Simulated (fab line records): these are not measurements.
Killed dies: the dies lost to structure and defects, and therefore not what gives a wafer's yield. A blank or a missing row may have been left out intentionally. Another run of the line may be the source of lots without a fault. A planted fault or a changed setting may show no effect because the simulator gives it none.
Problem report in the 8D (eight disciplines) form, filled by code :: flow n5_finfet :: the parts of the form that need people (team, actions taken, sign-off) are left out
Where a reading is given only as a bound, like >300, the bound stands for it, and a mean or a difference that rests on one is marked > or <: the true number lies beyond.

== 1. THE ISSUE ==
Wafers with no fault read 35 with a standard deviation of 17, whereas raw_defect_count at N5_ZERO_LAYER_INSPECT_20 reads a mean of 347 on 1 wafer of 1 lot. Relative to the usual mean, that is a shift of +18 standard deviations.
The step: inspects for defects (darkfield).
Earliest sighting: wafer L348.5 on defect_inspect-02 at day 4 13:15. The record has a number at this step for 15 wafers belonging to 5 lots. Rule for "out" (also "out of limits"): further than 4 standard deviations from the usual mean. Any other wafer with a number is counted as sound.

== 2. WHAT IT IS; WHAT IT IS NOT ==
question: which readings at this step
is: raw_defect_count
is not: -

question: which lots
is: L348
is not: L337, L344, L352, L356

question: which wafers of those lots
is: L348.5
is not: L348.1, L348.3

question: read on which gauges
is: defect_inspect-02
is not: -

question: when
is: from day 4 13:15
is not: up to then (8 sound wafers); but 6 sound wafers of L352, L356 came after

== 3. THE SUSPECTS, EACH WITH WHAT RULES IT OUT ==
Counting: if a tool at a process step up to the reading ran every lot that is out, it stays a suspect. Sound lots after the first of them don't rule it out here, since some wafers of a struck lot are sound.
- the gauge at N5_ZERO_LAYER_INSPECT_20 has been ruled out. All the wafers that are out were read on defect_inspect-02, but those of them that N5_PASSIVATION_PROBE_49 has rows for are out there too, on other tools.
- rie_diel-03 at N5_ZERO_LAYER_ETCH_17 (etches SiO2 in CF4, target depth 12 nm, time 13.3 s): kept. It ran the lot that is out, L348 (day 4 12:43).
- rie_si-01 at N5_ZERO_LAYER_ETCH_18 (etches Si in HBr/Cl2, target depth 120 nm, time 40 s): kept. It ran the lot that is out, L348 (day 4 12:47); its last sound lot up to then is L344 (day 3 12:48).
- plasma_asher-02 at N5_ZERO_LAYER_STRIP_24 (strips in O2): kept. It ran the lot that is out, L348 (day 4 12:53); its last sound lot up to then is L337 (day 1 19:01).
- wet_bench-03 at N5_ZERO_LAYER_STRIP_19 (strips in SPM, time 900 s): kept. It ran the lot that is out, L348 (day 4 12:59); its last sound lot up to then is L344 (day 3 13:00).
- Within rie_diel-03 at N5_ZERO_LAYER_ETCH_17: the wafers that are out ran in chamber 3; their sound lot-mates ran in chambers 0, 1.
Left after counting: rie_diel-03 at N5_ZERO_LAYER_ETCH_17, rie_si-01 at N5_ZERO_LAYER_ETCH_18, plasma_asher-02 at N5_ZERO_LAYER_STRIP_24, wet_bench-03 at N5_ZERO_LAYER_STRIP_19.

== 4. THE CAUSE (what the simulator had put in) ==
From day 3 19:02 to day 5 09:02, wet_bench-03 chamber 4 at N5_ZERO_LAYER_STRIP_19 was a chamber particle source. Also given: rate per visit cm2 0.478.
This tool is one of the 4 suspects left after counting.

== 5. THE CHAIN OF EFFECTS, in route order ==
Each row: a reading whose mean over the struck wafers that have a number lies more than 3 standard deviations from the usual. Scope: only readings with a usual standard deviation given in the record; hours: median across lots of the time from each lot's start at the first step in this table that gives one to its start at this step; sigmas: change in usual standard deviations.
hours: 0
step: N5_ZERO_LAYER_INSPECT_20
reading: raw_defect_count
usual: 35
on struck wafers: 347
change: +312
sigmas: +18

hours: 0
step: N5_WELL_APT_INSPECT_10
reading: raw_defect_count
usual: 2.2
on struck wafers: >300
change: >+298
sigmas: +99 or more

hours: 2
step: N5_WELL_APT_INSPECT_27
reading: raw_defect_count
usual: 1.9
on struck wafers: >300
change: >+298
sigmas: +99 or more

hours: 4
step: N5_WELL_APT_INSPECT_38
reading: raw_defect_count
usual: 12
on struck wafers: 344
change: +332
sigmas: +74

hours: 335
step: N5_PASSIVATION_PROBE_49
reading: killed_at_front_end
usual: 37
on struck wafers: 79
change: +42
sigmas: +4.2

hours: 335
step: N5_PASSIVATION_PROBE_49
reading: killed_dies
usual: 104
on struck wafers: 167
change: +63
sigmas: +3.5
The process steps in it:
- N5_PASSIVATION_PROBE_49
At these later measuring or inspecting steps, every struck wafer for which the step has a row has a number for every such reading, and none has moved that far: N5_WELL_APT_CD_MEAS_08, N5_WELL_APT_OVL_MEAS_09, N5_WELL_APT_CD_MEAS_25, N5_WELL_APT_OVL_MEAS_26.

== 6. WHAT WOULD HAVE CAUGHT IT SOONER ==
18 hours passed between the start of the fault at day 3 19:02 and the first reading out of limits at a measuring or inspecting step in this record, taken at day 4 13:15.
Lots out: 1; all had begun N5_ZERO_LAYER_STRIP_19 on wet_bench-03 by day 4 13:15. Holding the tool at that point would not have protected any of them.
